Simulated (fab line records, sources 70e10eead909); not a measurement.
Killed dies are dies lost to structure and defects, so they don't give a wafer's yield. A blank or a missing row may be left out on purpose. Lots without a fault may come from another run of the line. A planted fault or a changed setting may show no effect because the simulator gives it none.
fab line records | flow nand_harc
record lots=5 wafers=15 last_day=24
route steps=1159 shown P_STI@107 P_GATE@110 END@1159
lots that met no fault: from a run of the same line without faults
start_h: hours from the record's first day to the start of the lot's first wafer shown | wait_h: hours since the lot's step before | " the same as in the row above | L1.1+2: a row that stands for several wafers | - no value, or no start given | * or withheld: withheld | < > ~ a bound
route shown NAME@n: a module of which the file shows steps, and the number in the route of the first | usual: mean/standard deviation of fault-free wafers | same: alike in all rows | chamber/n: place in a boat | sites: the reading at each site | _std_site: their standard deviation | _edge_site: outer sites' mean less inner sites' | radius_mm: how far each site lies from the wafer's centre | mask NAME#n: copy n | behind: the tool/chamber that last shaped the wafer | hold: why the lot was held/for how many hours/how that ended | device: the transistor (n, p or np) that didn't switch | end of line: the same wafers' tests at the end of the route | a step without rows: its recipe alone | killed: dies lost to structure and defects at the first sort, not the wafer's yield | map: a wafer's dies, x killed, . not, _ none there
set.NAME: the setting as run; set.NAME@STEP: as run at that earlier step | model.NAME: the simulator's own value behind a step, which no gauge read
lots at some steps of the route; a table a step, a row a wafer
services: from which hour (start_h, from the record's first day; less than 0 if before it) a tool's chamber was out of use, for how many hours, and why
## steps
# step NHARC_P_STI_SRD_39
# step NHARC_P_STI_OXIDE_40
# recipe target_thk_a=100 temp_c=900 ox_time_s=1362 material=SiO2
# step NHARC_P_STI_INSPECT_25
# usual raw_defect_count=197/66
# columns lot.wafer tool chamber start_h wait_h raw_defect_count
L299.1 defect_inspect-02 - 80.61 0.4 109
L299.3 " - " " 157
L299.4 " - " " 140
L298.1 defect_inspect-01 - 80.61 0.4 310
L298.2 " - " " 123
L298.4 " - " " 186
L311.1 defect_inspect-02 - 154.90 0.4 251
L311.5 " - " " 205
L311.6 " - " " 190
L318.2 defect_inspect-01 - 197.50 0.4 222
L318.5 " - " " 261
L318.6 " - " " 240
L319.2 defect_inspect-02 - 197.50 0.4 195
L319.5 " - " " 101
L319.6 " - " " 98
# step NHARC_P_GATE_ETCH_69
# recipe target_depth_a=140 chemistry=dHF material=SiO2
# step NHARC_P_GATE_PRECLEAN_70
# recipe time_s=* temp_c=50 bath_age_min=0 chemistry=SC1
# step NHARC_P_GATE_SRD_01
# step NHARC_P_GATE_OXIDE_02
# recipe target_thk_a=375 temp_c=950 p_h2o_torr=720 ox_time_s=365 material=SiO2
# step NHARC_P_GATE_DEHYDRATE_03
# recipe temp_c=150 time_s=120
# step NHARC_P_GATE_HMDS_04
# recipe time_s=30
# step NHARC_P_GATE_COAT_05
# recipe spin_rpm=4690
# step NHARC_P_GATE_SOFTBAKE_06
# recipe temp_c=122 time_s=95
# step NHARC_P_GATE_EBR_07
# step NHARC_P_GATE_EXPOSE_08
# recipe na=0.6 dose_mj=16.75 mask_id=P_HV
# usual reticle_temp_C=23.01/0.11
# columns lot.wafer tool chamber start_h wait_h mask reticle_temp_C
L299.1 krf_scanner-03 0 88.52 - P_HV#0 22.96
L299.3 " 0 " " P_HV#0 22.97
L299.4 " 0 " " P_HV#0 23.18
L298.1 krf_scanner-01 0 88.68 - P_PSD#0 22.93
L298.2 " 0 " " P_PSD#0 23.10
L298.4 " 0 " " P_PSD#0 23.04
L311.1 krf_scanner-01 0 163.06 - P_HV#0 23.00
L311.5 " 0 " " P_HV#0 23.16
L311.6 " 0 " " P_HV#0 23.00
L318.2 krf_scanner-04 0 205.49 - P_HV#0 22.99
L318.5 " 0 " " P_HV#0 23.10
L318.6 " 0 " " P_HV#0 23.09
L319.2 krf_scanner-04 0 205.53 - P_HV#0 22.95
L319.5 " 0 " " P_HV#0 23.00
L319.6 " 0 " " P_HV#0 22.82
# step NHARC_P_GATE_PEB_09
# recipe peb_temp_c=118 peb_time_s=85
# step NHARC_P_GATE_DEVELOP_10
# recipe time_s=70
# step NHARC_P_GATE_CD_MEAS_11
# recipe target_cd_nm=1640 landing_energy_ev=500
# usual cd_nm=1640.6/1.2
# same landing_energy_ev=500
# columns lot.wafer tool chamber start_h wait_h cd_nm
L299.1 cd_sem-03 0 88.67 - 1639.7
L299.3 " 0 " " 1638.5
L299.4 " 0 " " 1640.7
L298.1 cd_sem-03 0 88.84 - -
L298.2 " 0 " " -
L298.4 " 0 " " -
L311.1 cd_sem-01 0 163.21 - 1638.9
L311.5 " 0 " " 1638.5
L311.6 " 0 " " 1638.0
L318.2 cd_sem-01 0 205.65 - 1640.6
L318.5 " 0 " " 1640.2
L318.6 " 0 " " 1641.6
L319.2 cd_sem-03 0 205.69 - 1642.9
L319.5 " 0 " " 1642.4
L319.6 " 0 " " 1642.6
# step NHARC_P_GATE_HARDBAKE_12
# recipe temp_c=125 time_s=80
# step NHARC_END_SORT_01
# recipe temp_c=25
# usual killed_at_array=27/10 killed_at_other=0.6/1 killed_at_periphery=3.4/2.7 killed_dies=31/9.7 killed_open=3.4/1.7 killed_short=2.2/1.5
# same gross_dies=677
# columns lot.wafer tool chamber start_h wait_h killed_at_array killed_at_other killed_at_periphery killed_dies killed_open killed_short
L298.1 prober-01 0 458.17 2.5 19 0 658 677 2 8
L298.2 prober-01 0 458.96 2.8 14 0 663 677 2 2
L298.4 prober-01 0 460.54 3.4 15 1 661 677 6 1
# killed by level:class
L298.1 P_GATE:area_expose=655 A_STAIRCASE:chamber_film_flake=7 A_WL_FILL:geometric_particle:short=4 A_CHANNEL_FILL_D1:geometric_particle:short=3 P_CONTACT:chamber_film_flake=3 A_ONON_D1:geometric_particle:short=1 A_CHANNEL_FILL_D1:geometric_particle:open=1 A_BLC:geometric_particle:open=1
L298.2 P_GATE:area_expose=655 A_STAIRCASE:chamber_film_flake=7 P_CONTACT:chamber_film_flake=5 A_CHANNEL_HOLE_D1:chamber_film_flake=3 A_WL_FILL:geometric_particle:short=2 P_GATE:chamber_film_flake=2 P_CONTACT:geometric_particle:open=1 A_WL_FILL:geometric_particle:open=1
L298.4 P_GATE:area_expose=654 P_CONTACT:chamber_film_flake=6 A_STAIRCASE:chamber_film_flake=5 A_BLC:geometric_particle:open=3 A_CONTACT:geometric_particle:open=2 A_CHANNEL_HOLE_D1:chamber_film_flake=2 P_M0:geometric_particle:open=1 A_CHANNEL_FILL_D1:geometric_particle:short=1
# map L298.1 (x killed, . not)
____________x____________
_________xxxxxxx_________
_______xxxxxxxxxxx_______
______xxxxxxxxxxxxx______
_____xxxxxxxxxxxxxxx_____
____xxxxxxxxxxxxxxxxx____
____xxxxxxxxxxxxxxxxx____
___xxxxxxxxxxxxxxxxxxx___
___xxxxxxxxxxxxxxxxxxx___
__xxxxxxxxxxxxxxxxxxxxx__
__xxxxxxxxxxxxxxxxxxxxx__
_xxxxxxxxxxxxxxxxxxxxxxx_
_xxxxxxxxxxxxxxxxxxxxxxx_
_xxxxxxxxxxxxxxxxxxxxxxx_
_xxxxxxxxxxxxxxxxxxxxxxx_
_xxxxxxxxxxxxxxxxxxxxxxx_
xxxxxxxxxxxxxxxxxxxxxxxxx
xxxxxxxxxxxxxxxxxxxxxxxxx
xxxxxxxxxxxxxxxxxxxxxxxxx
xxxxxxxxxxxxxxxxxxxxxxxxx
xxxxxxxxxxxxxxxxxxxxxxxxx
_xxxxxxxxxxxxxxxxxxxxxxx_
_xxxxxxxxxxxxxxxxxxxxxxx_
_xxxxxxxxxxxxxxxxxxxxxxx_
_xxxxxxxxxxxxxxxxxxxxxxx_
_xxxxxxxxxxxxxxxxxxxxxxx_
__xxxxxxxxxxxxxxxxxxxxx__
__xxxxxxxxxxxxxxxxxxxxx__
___xxxxxxxxxxxxxxxxxxx___
___xxxxxxxxxxxxxxxxxxx___
____xxxxxxxxxxxxxxxxx____
____xxxxxxxxxxxxxxxxx____
_____xxxxxxxxxxxxxxx_____
______xxxxxxxxxxxxx______
_______xxxxxxxxxxx_______
_________xxxxxxx_________
____________x____________
# map L311.6 (x killed, . not)
____________.____________
_________......._________
_______..........._______
______.............______
_____..............._____
____.................____
____............x....____
___......x............___
___...................___
__.....................__
__..............x......__
_...................x.xx_
_.....................xx_
_.................x..x.._
_..................x..xx_
_...................x..._
.....................xxx.
....................xxxx.
......................x..
....................xxx..
......................x..
_............x.........x_
_......................._
_..x............x......._
_................x......_
_..x.........x.........._
__.....................__
__.....................__
___x..................___
___................x..___
____.................____
____........x........____
_____..............._____
______.............______
_______..........._______
_________......._________
____________.____________
## services
# columns tool chamber start_h hours kind
krf_scanner-01 - 84.00 4.0 pm
krf_scanner-04 - 126.00 4.0 pm
krf_scanner-04 - 130.95 1.3 repair
krf_scanner-03 0 163.73 - calibration
krf_scanner-03 - 168.00 4.0 pm
krf_scanner-03 - 172.32 0.4 repair
krf_scanner-01 - 178.24 0.3 repair
krf_scanner-01 - 190.09 16.2 repair
krf_scanner-04 0 201.57 - calibration
## key
first_sign step=NHARC_P_GATE_EXPOSE_08 reading=mask direction=changed
effect step=NHARC_P_GATE_CD_MEAS_11 reading=cd_nm direction=missing
effect step=NHARC_END_SORT_01 reading=killed_at_periphery direction=up sigmas=99+ usual=3.4 struck=660.7
more_kills_born_at NHARC_P_GATE_EXPOSE_08@krf_scanner-01=1964
met_at NHARC_P_GATE_EXPOSE_08
struck_wafers L298.1,L298.2,L298.4
later_rows_left_out L298.1,L298.2,L298.4
tester_left_out L298
fault kind=wrong_mask tool=any chamber=- onset_h=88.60 steps=NHARC_P_GATE_EXPOSE_08 aux_copy=P_PSD#0 scope=struck_lots_only
# tester_left_out: of these lots the tester's yield and bins aren't shown, on N5 and GAA mostly nor the transistor test; their killed dies are dies lost to structure and defects alone, not to doping, threshold or leakage, so they don't give the yield
# later_rows_left_out: the simulator's readings of these wafers behind a module that went badly wrong aren't trusted and aren't shown, but for the sort
